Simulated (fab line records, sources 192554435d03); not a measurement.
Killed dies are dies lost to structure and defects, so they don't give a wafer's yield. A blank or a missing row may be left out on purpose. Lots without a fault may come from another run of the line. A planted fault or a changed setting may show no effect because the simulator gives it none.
Chamber matching | flow n5_finfet | N5_BEOL_M9_ETCH_66 on rie_diel-04: 4 sister chambers
The step etches SOC in N2/H2, target depth 80 nm, overetch 16 nm, time 120 s. 8 wafers are shown with their chamber, then 10 later ones without.

WAFERS WITH THEIR CHAMBER
wafer  | chamber | drypump_motor_current_A (A) | throttle_valve_pct (%)
L083.3 | 1       | 6.3                         | 17.75
L085.1 | 0       | 5.8                         | 17.63
L085.4 | 2       | 5.3                         | 18.15
L086.2 | 3       | 5.7                         | 17.64
L086.4 | 2       | 5.3                         | 18.14
L086.5 | 1       | 6.3                         | 17.74
L089.2 | 0       | 5.8                         | 17.63
L089.3 | 3       | 5.6                         | 17.65

WAFERS WITHOUT THEIR CHAMBER
wafer  | drypump_motor_current_A (A) | throttle_valve_pct (%)
L089.5 | 5.2                         | 18.15
L090.2 | 5.7                         | 17.64
L090.4 | 5.2                         | 18.15
L090.6 | 5.2                         | 18.17
L091.2 | 5.8                         | 17.63
L091.5 | 5.3                         | 18.16
L091.6 | 6.3                         | 17.77
L088.2 | 6.3                         | 17.76
L088.3 | 5.8                         | 17.65
L088.6 | 5.8                         | 17.64

WHICH CHAMBER EACH WENT THROUGH
wafer  | from the rows above     | in truth
L089.5 | 2                       | 2
L090.2 | can't be placed: 3 or 0 | 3
L090.4 | 2                       | 2
L090.6 | 2                       | 2
L091.2 | 0                       | 0
L091.5 | 2                       | 2
L091.6 | 1                       | 1
L088.2 | 1                       | 1
L088.3 | can't be placed: 0 or 3 | 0
L088.6 | 0                       | 0
Placed correctly: 8 of 10. Can't be placed from these rows: 2 (the true chamber is among the candidates in 2). Placed wrongly: 0.
How it was worked out, from the rows above alone: a wafer's distance from a chamber is the root of the sum, over the readings, of the square of ((its reading less the chamber's mean) divided by the reading's scatter). The wafer belongs to the nearest chamber; if the next one is less than 2 further off, it can't be placed. A chamber's mean is the mean of its shown wafers. The scatter: the root of (the sum of the squares of (reading less its chamber's mean) over the shown wafers, divided by (wafers less chambers)).
